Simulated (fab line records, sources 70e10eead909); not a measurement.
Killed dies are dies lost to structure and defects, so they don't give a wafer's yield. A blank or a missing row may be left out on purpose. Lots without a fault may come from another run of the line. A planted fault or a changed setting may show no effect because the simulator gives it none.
fab line records | flow nand_harc
record lots=24 wafers=72 last_day=33
route steps=1302 shown A_CHANNEL_HOLE_D2@591 A_CHANNEL_FILL_D2@629 A_STAIRCASE@653
lots that met no fault: from a run of the same line without faults
start_h: hours from the record's first day to the start of the lot's first wafer shown | wait_h: hours since the lot's step before | " the same as in the row above | L1.1+2: a row that stands for several wafers | - no value, or no start given | * or withheld: withheld | < > ~ a bound
route shown NAME@n: a module of which the file shows steps, and the number in the route of the first | usual: mean/standard deviation of fault-free wafers | same: alike in all rows | chamber/n: place in a boat | sites: the reading at each site | _std_site: their standard deviation | _edge_site: outer sites' mean less inner sites' | radius_mm: how far each site lies from the wafer's centre | mask NAME#n: copy n | behind: the tool/chamber that last shaped the wafer | hold: why the lot was held/for how many hours/how that ended | device: the transistor (n, p or np) that didn't switch | end of line: the same wafers' tests at the end of the route | a step without rows: its recipe alone | killed: dies lost to structure and defects at the first sort, not the wafer's yield | map: a wafer's dies, x killed, . not, _ none there
set.NAME: the setting as run; set.NAME@STEP: as run at that earlier step | model.NAME: the simulator's own value behind a step, which no gauge read
steps of the route over a sample of lots; a table a step, a row a wafer
services: from which hour (start_h, from the record's first day; less than 0 if before it) a tool's chamber was out of use, for how many hours, and why
## steps
# step NHARC_A_CHANNEL_HOLE_D2_ETCH_19
# recipe bias_v=1200 source_w=2500 pressure_mtorr=15 time_s=34.5 ar_flow_sccm=375 c4f8_flow_sccm=28.8 o2_flow_sccm=96.2 temp_c=-20 target_depth_a=* chemistry=C4F8/O2/Ar
# usual drypump_motor_current_A=6.2/0.35 o2_flow_sccm=96.21/0.29 showerhead_plenum_p_Torr=3.73/0.12 throttle_valve_pct=37.038/0.0084
# columns lot.wafer tool chamber start_h wait_h drypump_motor_current_A o2_flow_sccm rf_hours_counter_h showerhead_plenum_p_Torr throttle_valve_pct
L076.1 har_etch-01 1 315.17 0.1 6.0 96.11 160 3.74 37.057
L076.4 " 1 " " 6.1 96.03 - 3.74 37.047
L076.3 " 0 " " 6.2 95.88 - 3.74 37.040
L077.3 har_etch-02 1 317.18 0.9 6.8 95.71 - 3.77 37.047
L077.5 " 1 " " 6.8 96.08 - 3.77 37.027
L077.6 " 0 " " 5.8 96.21 - 3.51 37.045
L074.1 har_etch-01 1 319.34 2.1 6.0 96.46 164 3.74 37.025
L074.6 " 1 " " 6.0 96.01 - 3.74 37.035
L074.5 " 0 " " 6.2 96.12 - 3.74 37.039
L075.4 har_etch-02 0 321.37 3.1 5.8 96.03 - 3.51 37.045
L075.6 " 1 " " 6.8 96.23 - 3.77 37.035
L075.5 " 0 " " 5.8 96.35 - 3.51 37.041
L078.1 har_etch-01 0 332.68 3.2 6.2 96.54 176 3.73 37.036
L078.4 " 0 " " 6.2 96.60 - 3.73 37.039
L078.5 " 0 " " 6.2 96.75 - 3.73 37.040
L079.3 har_etch-02 1 343.37 1.4 6.8 96.29 - 3.76 37.026
L079.4 " 0 " " 5.9 96.44 - 3.50 37.030
L079.6 " 0 " " 5.8 95.52 - 3.50 37.024
L080.1 har_etch-01 1 344.76 2.5 6.0 96.39 184 3.72 37.034
L080.5 " 0 " " 6.2 96.19 - 3.72 37.052
L080.6 " 1 " " 6.0 96.34 - 3.72 37.043
L081.1 har_etch-01 0 360.78 0.1 6.2 96.36 191 3.72 37.037
L081.2 " 1 " " 6.0 96.39 191 3.72 37.039
L081.5 " 0 " " 6.2 96.12 - 3.72 37.049
L082.1 har_etch-02 0 367.61 2.0 5.9 96.44 413 3.49 37.048
L082.3 " 0 " " 5.9 96.14 - 3.49 37.055
L082.6 " 0 " " 5.9 96.19 - 3.49 37.052
L083.1 har_etch-01 0 383.39 1.7 6.2 96.50 203 3.71 37.033
L083.3 " 0 " " 6.2 96.80 - 3.71 37.038
L083.4 " 1 " " 6.0 95.48 - 3.71 37.038
L084.1 har_etch-02 0 398.19 6.0 5.8 95.85 4 3.98 37.034
L084.2 " 1 " " 6.8 96.24 4 3.75 37.025
L084.3 " 0 " " 5.8 96.04 - 3.98 37.050
L085.3 har_etch-01 0 399.35 0.6 6.2 95.56 - 3.71 37.038
L085.6 " 0 " " 6.2 96.09 - 3.71 37.050
L085.5 " 1 " " 6.0 96.13 - 3.71 37.040
L086.2 har_etch-02 0 402.34 3.4 5.8 96.73 8 3.98 37.035
L086.5 " 0 " " 5.8 95.97 - 3.98 37.050
L086.6 " 1 " " 6.8 96.11 - 3.75 37.038
L087.4 har_etch-02 0 414.58 0.1 5.9 95.94 - 3.98 37.039
L087.3 " 1 " " 6.8 96.75 - 3.74 37.028
L087.5 " 0 " " 5.9 95.90 - 3.98 37.033
L089.1 har_etch-01 1 432.39 0.1 6.0 96.18 240 3.69 37.035
L089.2 " 0 " " 6.2 96.15 240 3.69 37.036
L089.4 " 0 " " 6.2 96.25 - 3.69 37.025
L088.2 har_etch-02 1 435.61 2.6 6.8 96.45 27 3.74 37.039
L088.5 " 1 " " 6.8 96.73 - 3.74 37.044
L088.6 " 0 " " 5.8 96.12 - 3.97 37.034
L090.1 har_etch-01 0 451.54 0.1 6.2 96.85 248 3.69 37.042
L090.2 " 1 " " 6.0 95.58 248 3.69 37.042
L090.4 " 1 " " 6.0 96.16 - 3.69 37.046
L091.2 har_etch-01 0 461.19 0.1 6.2 95.98 252 3.69 37.023
L091.3 " 0 " " 6.2 96.08 - 3.69 37.018
L091.4 " 1 " " 6.0 95.94 - 3.69 37.041
L093.4 har_etch-01 1 474.48 1.7 6.0 96.65 - 3.68 37.028
L093.5 " 0 " " 6.2 96.42 - 3.68 37.043
L093.6 " 1 " " 6.0 96.48 - 3.68 37.044
L092.1 har_etch-02 1 477.92 4.8 6.8 95.94 50 3.72 37.048
L092.3 " 0 " " 5.9 95.66 - 3.96 37.028
L092.6 " 0 " " 5.8 96.06 - 3.96 37.047
L094.1 har_etch-01 0 501.52 0.1 6.2 96.17 278 3.67 37.047
L094.2 " 1 " " 6.0 95.98 278 3.67 37.048
L094.4 " 1 " " 6.0 96.26 - 3.67 37.030
L095.1 har_etch-02 0 503.63 1.8 5.9 96.02 65 3.95 37.036
L095.3 " 0 " " 5.8 96.30 - 3.95 37.030
L095.4 " 1 " " 6.8 96.42 - 3.71 37.046
L096.1 har_etch-01 0 511.29 0.1 6.2 96.52 286 3.67 37.043
L096.3 " 1 " " 6.0 95.94 - 3.67 37.037
L096.5 " 1 " " 6.0 96.69 - 3.67 37.040
L097.3 har_etch-02 1 521.67 0.1 6.8 96.13 - 3.71 37.039
L097.4 " 0 " " 5.8 96.26 - 3.94 37.031
L097.5 " 1 " " 6.8 96.11 - 3.71 37.039
# step NHARC_A_CHANNEL_HOLE_D2_ETCH_26
# recipe bias_v=300 source_w=2000 pressure_mtorr=30 time_s=224.1 ar_flow_sccm=375 c4f8_flow_sccm=11.4 o2_flow_sccm=113.6 temp_c=-20 target_depth_a=3000 chemistry=C4F8/O2/Ar
# usual drypump_motor_current_A=6.2/0.35 o2_flow_sccm=113.6/0.34 showerhead_plenum_p_Torr=3.74/0.12 throttle_valve_pct=24.583/0.01
# columns lot.wafer tool chamber start_h wait_h drypump_motor_current_A o2_flow_sccm rf_hours_counter_h showerhead_plenum_p_Torr throttle_valve_pct
L076.1 har_etch-01 1 318.95 0.7 6.0 113.9 164 3.74 24.586
L076.4 " 1 " " 6.0 113.9 - 3.74 24.586
L076.3 " 0 " " 6.2 113.6 - 3.74 24.578
L077.3 har_etch-02 1 320.99 0.5 6.8 113.2 - 3.77 24.587
L077.5 " 1 " " 6.8 112.7 - 3.77 24.597
L077.6 " 0 " " 5.9 113.7 - 3.51 24.590
L074.1 har_etch-01 1 323.10 0.7 6.0 113.8 168 3.74 24.592
L074.6 " 1 " " 6.0 113.5 - 3.74 24.590
L074.5 " 0 " " 6.2 113.8 - 3.74 24.591
L075.4 har_etch-02 0 325.19 0.4 5.8 113.7 - 3.50 24.568
L075.6 " 1 " " 6.8 113.4 - 3.77 24.593
L075.5 " 0 " " 5.8 113.9 - 3.50 24.585
L078.1 har_etch-01 0 336.49 0.6 6.2 114.1 179 3.73 24.591
L078.4 " 0 " " 6.2 113.6 - 3.73 24.609
L078.5 " 0 " " 6.2 114.0 - 3.73 24.577
L079.3 har_etch-02 1 347.17 0.5 6.8 113.3 - 3.76 24.593
L079.4 " 0 " " 5.8 113.7 - 3.50 24.580
L079.6 " 0 " " 5.8 113.9 - 3.50 24.599
L080.1 har_etch-01 1 348.56 0.6 6.0 113.8 187 3.73 24.586
L080.5 " 0 " " 6.2 113.9 - 3.73 24.593
L080.6 " 1 " " 6.0 113.9 - 3.73 24.576
L081.1 har_etch-01 0 364.59 0.7 6.2 113.1 195 3.72 24.580
L081.2 " 1 " " 6.0 113.6 195 3.72 24.595
L081.5 " 0 " " 6.2 113.5 - 3.72 24.579
L082.1 har_etch-02 0 371.37 0.7 5.8 114.0 417 3.49 24.590
L082.3 " 0 " " 5.8 113.0 - 3.49 24.581
L082.6 " 0 " " 5.8 113.4 - 3.49 24.580
L083.1 har_etch-01 0 387.13 0.7 6.2 113.8 206 3.72 24.586
L083.3 " 0 " " 6.2 113.5 - 3.71 24.585
L083.4 " 1 " " 6.0 113.4 - 3.71 24.577
L084.1 har_etch-02 0 401.96 0.7 5.8 113.7 8 3.99 24.579
L084.2 " 1 " " 6.8 113.6 8 3.75 24.603
L084.3 " 0 " " 5.9 114.1 - 3.99 24.590
L085.3 har_etch-01 0 403.16 0.5 6.2 113.9 - 3.71 24.580
L085.6 " 0 " " 6.2 113.3 - 3.71 24.562
L085.5 " 1 " " 6.0 113.3 - 3.71 24.602
L086.2 har_etch-02 0 406.14 0.7 5.8 114.2 11 3.99 24.584
L086.5 " 0 " " 5.8 113.4 - 3.98 24.597
L086.6 " 1 " " 6.8 113.7 - 3.75 24.585
L087.4 har_etch-02 0 418.41 0.5 5.8 113.9 - 3.98 24.576
L087.3 " 1 " " 6.8 113.5 - 3.74 24.569
L087.5 " 0 " " 5.9 113.3 - 3.98 24.581
L089.1 har_etch-01 1 436.17 0.7 6.0 113.7 244 3.69 24.579
L089.2 " 0 " " 6.2 113.5 244 3.69 24.575
L089.4 " 0 " " 6.2 113.7 - 3.69 24.579
L088.2 har_etch-02 1 439.40 0.7 6.8 113.2 31 3.74 24.574
L088.5 " 1 " " 6.8 113.4 - 3.74 24.578
L088.6 " 0 " " 5.8 113.6 - 3.97 24.584
L090.1 har_etch-01 0 455.32 0.7 6.2 113.4 252 3.69 24.586
L090.2 " 1 " " 6.0 114.1 252 3.69 24.582
L090.4 " 1 " " 6.0 113.3 - 3.69 24.597
L091.2 har_etch-01 0 464.96 0.7 6.2 114.0 255 3.69 24.574
L091.3 " 0 " " 6.2 114.4 - 3.69 24.573
L091.4 " 1 " " 6.0 113.6 - 3.69 24.581
L093.4 har_etch-01 1 478.32 0.4 6.0 113.9 - 3.68 24.588
L093.5 " 0 " " 6.2 113.3 - 3.68 24.577
L093.6 " 1 " " 6.0 114.0 - 3.68 24.590
L092.1 har_etch-02 1 481.70 0.6 6.8 113.7 54 3.72 24.583
L092.3 " 0 " " 5.8 113.8 - 3.96 24.573
L092.6 " 0 " " 5.8 113.7 - 3.96 24.569
L094.1 har_etch-01 0 505.29 0.7 6.2 113.2 282 3.67 24.588
L094.2 " 1 " " 6.0 113.5 282 3.67 24.576
L094.4 " 1 " " 6.0 113.2 - 3.67 24.572
L095.1 har_etch-02 0 507.40 0.7 5.9 113.2 69 3.95 24.584
L095.3 " 0 " " 5.8 113.4 - 3.95 24.587
L095.4 " 1 " " 6.8 114.3 - 3.72 24.570
L096.1 har_etch-01 0 515.10 0.7 6.2 113.7 290 3.67 24.589
L096.3 " 1 " " 6.0 114.2 - 3.67 24.595
L096.5 " 1 " " 6.0 113.4 - 3.67 24.592
L097.3 har_etch-02 1 525.47 0.5 6.8 113.6 - 3.71 24.588
L097.4 " 0 " " 5.8 113.9 - 3.94 24.583
L097.5 " 1 " " 6.8 113.3 - 3.71 24.568
# step NHARC_A_CHANNEL_HOLE_D2_INSPECT_40
# usual raw_defect_count=290/87
# columns lot.wafer tool chamber start_h wait_h raw_defect_count
L076.1 defect_inspect-01 - 320.87 - 272
L076.3 " - " " 287
L076.4 " - " " 259
L077.3 defect_inspect-02 - 322.86 - 335
L077.5 " - " " 294
L077.6 " - " " 276
L074.1 defect_inspect-01 - 325.03 - 313
L074.5 " - " " 300
L074.6 " - " " 294
L075.4 defect_inspect-01 - 327.02 - 264
L075.5 " - " " 334
L075.6 " - " " 247
L078.1 defect_inspect-01 - 338.37 - 136
L078.4 " - " " 260
L078.5 " - " " 239
L079.3 defect_inspect-02 - 349.02 - 436
L079.4 " - " " 329
L079.6 " - " " 306
L080.1 defect_inspect-01 - 350.61 - 143
L080.5 " - " " 182
L080.6 " - " " 202
L081.1 defect_inspect-02 - 366.52 - 295
L081.2 " - " " 390
L081.5 " - " " 404
L082.1 defect_inspect-01 - 373.30 - 239
L082.3 " - " " 244
L082.6 " - " " 373
L083.1 defect_inspect-02 - 389.06 - 374
L083.3 " - " " 328
L083.4 " - " " 292
L084.1 defect_inspect-02 - 403.88 - 277
L084.2 " - " " 350
L084.3 " - " " 414
L085.3 defect_inspect-02 - 405.18 - 273
L085.5 " - " " 276
L085.6 " - " " 295
L086.2 defect_inspect-02 - 408.07 - 461
L086.5 " - " " 256
L086.6 " - " " 254
L087.3 defect_inspect-02 - 420.27 - 177
L087.4 " - " " 529
L087.5 " - " " 138
L089.1 defect_inspect-02 - 438.09 - 240
L089.2 " - " " 293
L089.4 " - " " 300
L088.2 defect_inspect-01 - 441.33 - 244
L088.5 " - " " 405
L088.6 " - " " 289
L090.1 defect_inspect-01 - 457.29 - 289
L090.2 " - " " 339
L090.4 " - " " 242
L091.2 defect_inspect-02 - 466.89 - 367
L091.3 " - " " 304
L091.4 " - " " 255
L093.4 defect_inspect-02 - 480.15 - 413
L093.5 " - " " 362
L093.6 " - " " 377
L092.1 defect_inspect-02 - 483.75 - 320
L092.3 " - " " 389
L092.6 " - " " 203
L094.1 defect_inspect-01 - 507.22 - 188
L094.2 " - " " 336
L094.4 " - " " 304
L095.1 defect_inspect-02 - 509.33 - 169
L095.3 " - " " 233
L095.4 " - " " 123
L096.1 defect_inspect-02 - 517.03 - 340
L096.3 " - " " 294
L096.5 " - " " 295
L097.3 defect_inspect-02 - 527.34 - 316
L097.4 " - " " 140
L097.5 " - " " 259
# step NHARC_A_CHANNEL_FILL_D2_STRIP_29
# recipe time_s=20 o2_flow_sccm=500 ar_flow_sccm=0 bias_w=0 chemistry=O2
# usual drypump_motor_current_A=5.7/0.47 o2_flow_sccm=499.9/1.5 oes_product_au=1.001/0.0077 rf_vpp_V=58.0/0.88 showerhead_plenum_p_Torr=3.62/0.13 throttle_valve_pct=17.037/0.0093
# columns lot.wafer tool chamber start_h wait_h drypump_motor_current_A o2_flow_sccm oes_product_au rf_hours_counter_h rf_vpp_V showerhead_plenum_p_Torr throttle_valve_pct
L076.3 rie_diel-05 1 - - 5.8 498.7 1.002 3 56.9 3.68 17.059
L076.1 " 2 " " 5.1 499.7 1.009 3 57.3 3.40 17.018
L076.4 " 3 " " 6.6 498.5 0.993 3 58.2 3.54 17.039
L077.3 rie_diel-05 3 - - 6.6 497.8 0.988 3 57.5 3.54 17.050
L077.6 " 2 " " 5.1 499.5 1.006 - 56.7 3.40 17.031
L077.5 " 3 " " 6.6 500.3 0.987 - 59.6 3.54 17.061
L075.6 rie_diel-10 3 366.61 0.1 5.4 502.3 1.002 - 58.0 3.77 17.030
L075.4 " 0 " " 5.1 502.3 1.007 - 57.8 3.68 17.046
L075.5 " 2 " " 6.1 498.2 1.003 - 58.0 3.58 17.040
L074.1 rie_diel-05 2 - - 5.1 499.1 0.990 3 59.7 3.40 17.047
L074.5 " 2 " " 5.1 499.5 0.995 - 57.5 3.40 17.034
L074.6 " 3 " " 6.6 504.2 0.993 - 58.4 3.54 17.035
L078.4 rie_diel-10 3 - - 5.4 498.6 1.002 4 58.1 3.77 17.031
L078.1 " 2 " " 6.1 500.4 1.006 3 58.9 3.58 17.040
L078.5 " 3 " " 5.3 496.6 1.004 - 58.8 3.77 17.028
L079.3 rie_diel-05 0 - - 5.7 499.4 1.005 4 58.4 3.74 17.045
L079.4 " 1 " " 5.8 501.2 1.004 4 57.8 3.68 17.045
L079.6 " 1 " " 5.8 501.2 0.996 - 57.0 3.68 17.038
L080.1 rie_diel-10 2 - - 6.1 501.3 0.992 4 57.6 3.58 17.041
L080.6 " 1 " " 5.8 499.1 0.998 - 58.7 3.73 17.037
L080.5 " 2 " " 6.1 500.6 0.996 - 57.3 3.58 17.029
L081.2 rie_diel-11 0 - - 5.9 499.2 0.995 25 58.6 3.31 17.036
L081.1 " 1 " " 5.9 498.7 0.978 22 57.5 3.50 17.036
L081.5 " 0 " " 5.9 500.1 0.988 - 57.4 3.31 17.031
L082.3 rie_diel-05 3 - - 6.6 500.1 1.012 0 57.4 3.54 17.020
L082.1 " 1 " " 5.8 500.2 1.005 0 59.2 3.68 17.030
L082.6 " 0 " " 5.7 499.2 0.995 - 57.7 3.74 17.041
L083.1 rie_diel-10 2 - - 6.1 499.3 1.002 0 59.3 3.58 17.034
L083.4 " 3 " " 5.4 500.3 0.985 0 57.7 3.77 17.051
L083.3 " 0 " " 5.1 501.0 1.004 0 58.1 3.68 17.026
L085.3 rie_diel-10 1 - - 5.8 499.3 0.998 0 57.9 3.73 17.038
L085.5 " 3 " " 5.3 500.0 1.010 - 57.6 3.77 17.037
L085.6 " 0 " " 5.1 499.9 1.011 - 56.9 3.68 17.025
L084.1 rie_diel-05 3 - - 6.6 499.6 1.007 1 57.4 3.54 17.042
L084.3 " 0 " " 5.7 498.6 0.997 1 57.2 3.74 17.044
L084.2 " 2 " " 5.1 500.6 1.005 1 57.6 3.40 17.031
L086.2 rie_diel-05 3 - - 6.6 502.2 1.007 2 57.9 3.54 17.046
L086.5 " 0 " " 5.7 499.4 0.997 - 59.9 3.74 17.055
L086.6 " 1 " " 5.8 500.7 1.006 - 58.1 3.68 17.016
L087.3 rie_diel-05 1 - - 5.8 500.9 0.995 2 59.3 3.68 17.040
L087.4 " 0 " " 5.7 504.7 1.005 2 59.4 3.74 17.038
L087.5 " 2 " " 5.1 501.7 1.014 - 58.8 3.40 17.031
L089.1 rie_diel-05 0 485.93 0.1 5.7 500.8 0.994 2 58.4 3.74 17.019
L089.2 " 2 " " 5.1 499.7 1.005 2 56.8 3.40 17.024
L089.4 " 2 " " 5.1 497.4 1.001 - 57.6 3.40 17.040
L088.2 rie_diel-10 1 - - 5.8 498.7 0.988 1 58.2 3.73 17.044
L088.5 " 3 " " 5.4 501.4 1.002 - 58.5 3.77 17.037
L088.6 " 0 " " 5.1 497.4 1.009 - 59.5 3.67 17.035
L090.2 rie_diel-05 0 - - 5.7 499.3 0.987 2 57.6 3.74 17.046
L090.4 " 1 " " 5.8 499.5 0.998 2 58.1 3.68 17.036
L090.1 " 3 " " 6.6 501.7 1.001 2 58.4 3.54 17.043
L091.2 rie_diel-10 2 - - 6.1 498.2 1.008 2 57.4 3.58 17.058
L091.3 " 3 " " 5.3 499.4 1.010 3 57.4 3.77 17.047
L091.4 " 0 " " 5.1 500.6 0.996 2 56.9 3.67 17.035
L092.3 rie_diel-10 1 - - 5.8 498.8 0.989 3 59.5 3.73 17.043
L092.1 " 3 " " 5.3 500.6 1.004 3 57.7 3.77 17.039
L092.6 " 1 " " 5.8 500.0 0.997 - 58.4 3.73 17.046
L093.4 rie_diel-11 2 - - 5.7 499.3 0.983 15 56.0 3.39 17.043
L093.5 " 0 " " 5.9 500.5 0.997 - 56.4 3.30 17.038
L093.6 " 1 " " 5.9 501.8 0.993 - 57.7 3.49 17.034
L095.4 rie_diel-05 2 - - 5.1 502.7 0.992 4 57.3 3.39 17.053
L095.3 " 3 " " 6.7 499.9 1.002 4 59.3 3.53 17.045
L095.1 " 1 " " 5.8 500.3 0.994 3 59.6 3.68 17.039
L094.1 rie_diel-10 2 - - 6.1 499.3 1.001 3 59.5 3.58 17.036
L094.2 " 3 " " 5.3 498.9 1.004 3 58.3 3.77 17.047
L094.4 " 0 " " 5.1 499.6 1.002 3 58.3 3.67 17.047
L096.3 rie_diel-10 0 - - 5.1 501.8 1.003 3 59.5 3.67 17.045
L096.1 " 2 " " 6.1 500.2 1.003 3 57.4 3.58 17.024
L096.5 " 3 " " 5.3 500.5 0.999 - 57.9 3.77 17.043
L097.4 rie_diel-10 1 - - 5.8 500.4 1.012 4 57.7 3.73 17.038
L097.3 " 2 " " 6.0 501.8 1.010 4 58.5 3.58 17.029
L097.5 " 0 " " 5.1 498.9 1.020 - 57.2 3.67 17.032
# step NHARC_A_CHANNEL_FILL_D2_CMP_10
# recipe target_thk_nm=150
# usual motor_current_A=11.8/1 time_to_endpoint_s=15.4/2.2
# columns lot.wafer tool chamber start_h wait_h motor_current_A time_to_endpoint_s
L076.3 cmp-01 3 367.90 0.4 11.1 11.8
L076.1 " 0 " " 13.7 12.4
L076.4 " 1 " " 11.2 12.5
L077.3 cmp-04 1 367.92 0.4 12.9 16.6
L077.6 " 3 " " 11.6 18.7
L077.5 " 0 " " 11.4 16.4
L074.1 cmp-04 3 372.26 0.4 11.3 14.9
L074.6 " 2 " " 11.8 19.2
L074.5 " 3 " " 11.5 17.0
L075.4 cmp-04 3 372.46 0.6 11.6 16.8
L075.5 " 0 " " 11.5 16.2
L075.6 " 1 " " 12.8 12.8
L078.1 cmp-02 2 387.31 0.4 11.2 16.9
L078.4 " 0 " " 10.7 14.4
L078.5 " 2 " " 12.6 14.7
L079.4 cmp-02 1 397.26 0.4 12.7 12.5
L079.3 " 3 " " 13.6 13.5
L079.6 " 2 " " 11.8 15.9
L080.1 cmp-01 0 397.34 0.4 12.8 19.2
L080.6 " 1 " " 11.4 14.4
L080.5 " 2 " " 10.1 12.0
L081.1 cmp-01 1 414.50 0.4 11.6 14.2
L081.2 " 2 " " 10.7 15.4
L081.5 " 0 " " 13.2 16.8
L082.1 cmp-01 0 424.35 0.4 13.0 15.0
L082.3 " 3 " " 10.5 15.2
L082.6 " 0 " " 13.9 14.3
L083.1 cmp-04 3 437.65 0.4 12.1 17.7
L083.4 " 0 " " 11.8 16.7
L083.3 " 2 " " 11.7 18.0
L084.3 cmp-04 2 451.76 0.4 11.1 17.1
L084.2 " 0 " " 11.8 13.5
L084.1 " 1 " " 13.0 14.5
L085.3 cmp-02 0 451.78 0.4 11.1 16.3
L085.5 " 3 " " 13.2 19.8
L085.6 " 0 " " 10.5 18.4
L086.2 cmp-01 1 455.90 0.4 10.8 14.7
L086.5 " 1 " " 11.7 16.3
L086.6 " 2 " " 10.7 15.1
L087.3 cmp-04 1 467.60 0.4 12.9 15.6
L087.4 " 0 " " 11.9 15.8
L087.5 " 1 " " 12.7 12.2
L089.1 cmp-01 1 491.65 0.4 11.7 13.5
L089.4 " 2 " " 9.8 12.6
L089.2 " 0 " " 13.6 16.7
L088.2 cmp-04 2 491.67 0.4 12.2 15.9
L088.6 " 1 " " 12.5 14.8
L088.5 " 2 " " 11.9 17.2
L090.2 cmp-01 1 507.36 0.4 11.4 14.6
L090.4 " 2 " " 10.4 15.2
L090.1 " 3 " " 10.9 15.1
L091.2 cmp-04 3 515.44 0.4 11.4 16.4
L091.3 " 0 " " 10.9 15.8
L091.4 " 2 " " 12.1 19.4
L092.1 cmp-04 0 531.52 0.4 12.2 12.3
L092.3 " 2 " " 11.8 15.5
L092.6 " 3 " " 11.7 16.1
L093.4 cmp-01 1 531.57 0.4 12.2 17.7
L093.6 " 2 " " 10.4 14.0
L093.5 " 3 " " 11.0 14.1
L095.4 cmp-01 2 556.24 0.4 10.2 13.2
L095.3 " 3 " " 10.7 13.8
L095.1 " 0 " " 13.4 17.9
L094.2 cmp-02 3 556.27 0.4 12.8 19.1
L094.4 " 0 " " 10.5 18.6
L094.1 " 1 " " 13.5 13.3
L096.1 cmp-02 0 565.21 0.4 10.5 17.0
L096.3 " 2 " " 12.1 18.6
L096.5 " 3 " " 13.0 15.8
L097.4 cmp-04 3 574.07 0.4 11.2 16.2
L097.3 " 0 " " 11.3 15.0
L097.5 " 2 " " 11.3 17.7
# step NHARC_A_STAIRCASE_STRIP_171
# recipe power_w=1500 temp_c=250 chemistry=O2
# usual drypump_motor_current_A=5.7/0.46 heater_power_w=323/21
# columns lot.wafer tool chamber start_h wait_h drypump_motor_current_A heater_power_w rf_hours_counter_h
L077.3 plasma_asher-02 0 369.88 - 6.1 314 -
L077.5 " 1 " " 6.2 363 -
L077.6 " 0 " " 6.1 312 -
L076.1 plasma_asher-02 1 370.03 - 6.2 363 23
L076.3 " 1 " " 6.2 366 -
L076.4 " 0 " " 6.1 313 -
L074.1 plasma_asher-02 1 374.67 - 6.2 371 24
L074.5 " 0 " " 6.1 324 -
L074.6 " 1 " " 6.2 359 -
L075.4 plasma_asher-01 1 375.04 - 5.1 303 -
L075.5 " 0 " " 5.6 319 -
L075.6 " 1 " " 5.1 306 -
L078.1 plasma_asher-01 1 389.14 - 5.0 308 7
L078.4 " 0 " " 5.6 319 -
L078.5 " 0 " " 5.6 317 -
L080.1 plasma_asher-01 1 399.72 - 5.1 311 9
L080.6 " 0 " " 5.7 316 -
L080.5 " 1 " " 5.1 306 -
L079.4 plasma_asher-02 1 399.83 - 6.2 353 -
L079.3 " 0 " " 6.1 317 -
L079.6 " 0 " " 6.1 324 -
L081.1 plasma_asher-01 0 416.43 - 5.6 321 13
L081.2 " 1 " " 5.1 296 13
L081.5 " 0 " " 5.6 318 -
L082.1 plasma_asher-01 1 426.97 - 5.1 299 16
L082.3 " 1 " " 5.1 309 -
L082.6 " 0 " " 5.7 319 -
L083.1 plasma_asher-02 1 439.62 - 6.2 345 0
L083.3 " 1 " " 6.2 368 -
L083.4 " 0 " " 6.1 320 -
L084.2 plasma_asher-01 0 453.81 0.1 5.6 316 21
L084.1 " 1 " " 5.0 301 21
L084.3 " 0 " " 5.6 326 -
L085.3 plasma_asher-01 0 454.23 - 5.7 320 -
L085.5 " 1 " " 5.1 302 -
L085.6 " 0 " " 5.6 318 -
L086.2 plasma_asher-01 0 458.18 - 5.6 321 23
L086.5 " 0 " " 5.7 316 -
L086.6 " 1 " " 5.0 300 -
L087.4 plasma_asher-01 1 469.55 - 5.1 300 -
L087.3 " 0 " " 5.6 320 -
L087.5 " 1 " " 5.0 303 -
L089.1 plasma_asher-02 1 493.64 - 6.2 354 12
L089.2 " 0 " " 6.1 323 12
L089.4 " 1 " " 6.2 354 -
L088.2 plasma_asher-01 0 493.90 - 5.6 319 30
L088.5 " 1 " " 5.1 299 -
L088.6 " 0 " " 5.6 321 -
L090.2 plasma_asher-01 0 509.45 0.1 5.7 320 34
L090.1 " 1 " " 5.1 306 34
L090.4 " 0 " " 5.7 325 -
L091.2 plasma_asher-02 0 517.46 - 6.1 325 16
L091.3 " 0 " " 6.2 320 -
L091.4 " 1 " " 6.2 358 -
L093.4 plasma_asher-02 0 533.58 - 6.2 324 -
L093.6 " 1 " " 6.2 353 -
L093.5 " 0 " " 6.1 323 -
L092.1 plasma_asher-01 0 533.59 - 5.7 302 1
L092.3 " 0 " " 5.7 300 -
L092.6 " 0 " " 5.7 307 -
L095.1 plasma_asher-02 0 558.10 - 6.1 315 25
L095.3 " 0 " " 6.1 321 -
L095.4 " 1 " " 6.2 357 -
L094.1 plasma_asher-01 0 558.44 - 5.6 308 5
L094.2 " 1 " " 5.1 299 5
L094.4 " 0 " " 5.6 305 -
L096.1 plasma_asher-02 1 567.17 - 6.2 360 27
L096.3 " 1 " " 6.2 362 -
L096.5 " 0 " " 6.1 320 -
L097.4 plasma_asher-02 1 576.30 - 6.2 354 -
L097.3 " 0 " " 6.1 316 -
L097.5 " 1 " " 6.2 352 -
## services
# columns tool chamber start_h hours kind
cmp-01 - 292.90 11.4 repair
rie_diel-10 0 306.95 2.5 repair
cmp-04 - 307.02 4.0 pm
plasma_asher-01 - 342.00 9.0 pm
rie_diel-10 1 344.21 23.4 repair
rie_diel-10 - 360.90 2.5 repair
cmp-04 - 360.92 1.2 repair
plasma_asher-02 - 361.31 2.0 repair
cmp-01 - 371.78 2.5 repair
har_etch-02 - 377.00 17.0 pm
cmp-04 - 377.60 1.0 repair
cmp-01 - 381.50 4.0 pm
rie_diel-10 1 393.56 1.5 repair
cmp-04 - 405.02 4.0 pm
rie_diel-05 - 406.60 9.0 pm
rie_diel-10 - 419.50 9.0 pm
plasma_asher-02 - 426.00 9.0 pm
rie_diel-05 - 434.31 0.2 repair
cmp-01 - 440.97 2.1 repair
plasma_asher-01 - 451.33 1.3 repair
rie_diel-10 2 458.77 3.1 repair
rie_diel-05 1 483.66 10.3 repair
cmp-04 - 503.02 4.0 pm
plasma_asher-01 - 519.15 9.0 pm
## key
fault none
